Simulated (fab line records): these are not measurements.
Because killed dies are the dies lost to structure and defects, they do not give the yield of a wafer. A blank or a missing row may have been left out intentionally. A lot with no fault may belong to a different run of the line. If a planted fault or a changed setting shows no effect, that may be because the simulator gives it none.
Matching of chambers / flow nandHarc / NHARC_A_STAIRCASE_DEP_417 on pecvd-01: 3 sister chambers
The step deposits Si3N4, target thk 60 nm. 14 wafers are shown with their chamber, then 7 later ones without.

== WAFERS, EACH WITH ITS CHAMBER ==
wafer=L074.3; chamber=0; heaterPowerW (W)=623
wafer=L074.4; chamber=1; heaterPowerW (W)=614
wafer=L074.6; chamber=2; heaterPowerW (W)=785
wafer=L078.2; chamber=0; heaterPowerW (W)=633
wafer=L078.4; chamber=1; heaterPowerW (W)=526
wafer=L078.5; chamber=0; heaterPowerW (W)=652
wafer=L079.1; chamber=2; heaterPowerW (W)=813
wafer=L079.5; chamber=0; heaterPowerW (W)=630
wafer=L079.6; chamber=2; heaterPowerW (W)=815
wafer=L081.1; chamber=0; heaterPowerW (W)=668
wafer=L081.3; chamber=2; heaterPowerW (W)=695
wafer=L081.6; chamber=2; heaterPowerW (W)=714
wafer=L083.2; chamber=2; heaterPowerW (W)=803
wafer=L083.4; chamber=1; heaterPowerW (W)=628

SIGNATURES (means of the wafers above)
reading=heaterPowerW; chamber 0=641.20; chamber 1=589.33; chamber 2=770.83; scatter within a chamber=44.1
Rule: for a wafer and a chamber, the distance is found by dividing, reading by reading, the gap between the wafer's reading and the chamber's mean by the reading's scatter, squaring, summing and taking the root. The wafer belongs to the nearest chamber; if the next one is less than 2 further off, it can't be placed. The scatter: the root of (the sum of the squares of (reading less its chamber's mean) over the shown wafers, divided by (wafers less chambers)).

== WAFERS MISSING THEIR CHAMBER ==
wafer=L083.6; heaterPowerW (W)=646
wafer=L094.1; heaterPowerW (W)=719
wafer=L094.2; heaterPowerW (W)=739
wafer=L094.3; heaterPowerW (W)=640
wafer=L096.2; heaterPowerW (W)=746
wafer=L096.3; heaterPowerW (W)=583
wafer=L096.4; heaterPowerW (W)=751

== CHAMBER TAKEN BY EACH ==
wafer=L083.6; from the rows above=can't be placed: 0 or 1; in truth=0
wafer=L094.1; from the rows above=can't be placed: 2 or 0 or 1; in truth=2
wafer=L094.2; from the rows above=can't be placed: 2 or 0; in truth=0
wafer=L094.3; from the rows above=can't be placed: 0 or 1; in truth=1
wafer=L096.2; from the rows above=can't be placed: 2 or 0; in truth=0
wafer=L096.3; from the rows above=can't be placed: 1 or 0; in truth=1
wafer=L096.4; from the rows above=2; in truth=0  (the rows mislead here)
Placed correctly: 0 of 7. These rows do not allow placing 6 (true chamber among the candidates in 6). Number placed wrongly: 1.
